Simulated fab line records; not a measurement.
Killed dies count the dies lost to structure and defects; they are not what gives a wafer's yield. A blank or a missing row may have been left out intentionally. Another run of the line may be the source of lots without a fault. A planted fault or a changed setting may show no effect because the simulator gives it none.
Matching of chambers	flow n5Finfet	aldSin-01 running N5_BEOL_M0_SAQP_ALD_48: 4 sister chambers
The step deposits SiO2, target thk 20 nm, pulse time 1 s, co reactant pulse time 1 s. 22 wafers are shown with their chamber, then 11 later ones without.

== EACH WAFER AND ITS CHAMBER ==
wafer	chamber	heaterPowerW (W)	precursorPulseHeightRel
L074.4	1	77	0.989
L074.5	0	88	0.998
L074.6	1	76	0.972
L080.1	3	60	0.996
L080.2	2	77	0.982
L080.3	0	89	1.000
L080.4	1	76	1.022
L080.5	0	90	0.998
L080.6	1	75	1.015
L081.2	3	59	0.990
L081.4	2	77	0.979
L081.5	2	76	1.036
L085.1	0	90	1.012
L085.2	1	77	1.017
L085.3	3	58	0.994
L085.4	2	76	1.011
L085.5	2	78	0.990
L085.6	3	59	0.984
L086.3	3	61	1.020
L086.4	1	75	1.006
L086.5	3	60	1.013
L091.1	0	90	1.032

SIGNATURES (means of the wafers above)
reading	chamber 0	chamber 1	chamber 2	chamber 3	scatter within a chamber
heaterPowerW	89.40	76.00	76.80	59.50	0.928
precursorPulseHeightRel	1.00800	1.00350	0.99960	0.99950	0.0182
Rule: for each reading, subtract the chamber's mean from the wafer's reading, divide by that reading's scatter and square the result; add these up over the readings and take the root, which gives the wafer's distance from the chamber. The wafer belongs to the nearest chamber; if the next one is less than 2 further off, it can't be placed. The scatter: the root of (the sum of the squares of (reading less its chamber's mean) over the shown wafers, divided by (wafers less chambers)).

== WAFERS WHOSE CHAMBER IS MISSING ==
wafer	heaterPowerW (W)	precursorPulseHeightRel
L091.2	78	1.004
L091.3	77	0.953
L093.2	77	0.986
L093.3	76	1.018
L093.4	60	1.002
L094.1	89	1.008
L094.5	78	1.010
L094.6	77	1.017
L097.2	91	1.026
L097.4	76	1.027
L097.5	77	1.047

== THE CHAMBER EACH PASSED THROUGH ==
wafer	from the rows above	in truth
L091.2	can't be placed: 2 or 1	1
L091.3	can't be placed: 2 or 1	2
L093.2	can't be placed: 2 or 1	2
L093.3	can't be placed: 1 or 2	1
L093.4	3	3
L094.1	0	0
L094.5	can't be placed: 2 or 1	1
L094.6	can't be placed: 2 or 1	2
L097.2	0	0
L097.4	can't be placed: 1 or 2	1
L097.5	can't be placed: 2 or 1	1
Correct placement for 3 of the 11. Can't be placed from these rows: 8 (the true chamber is among the candidates in 8). Placed wrongly: 0.
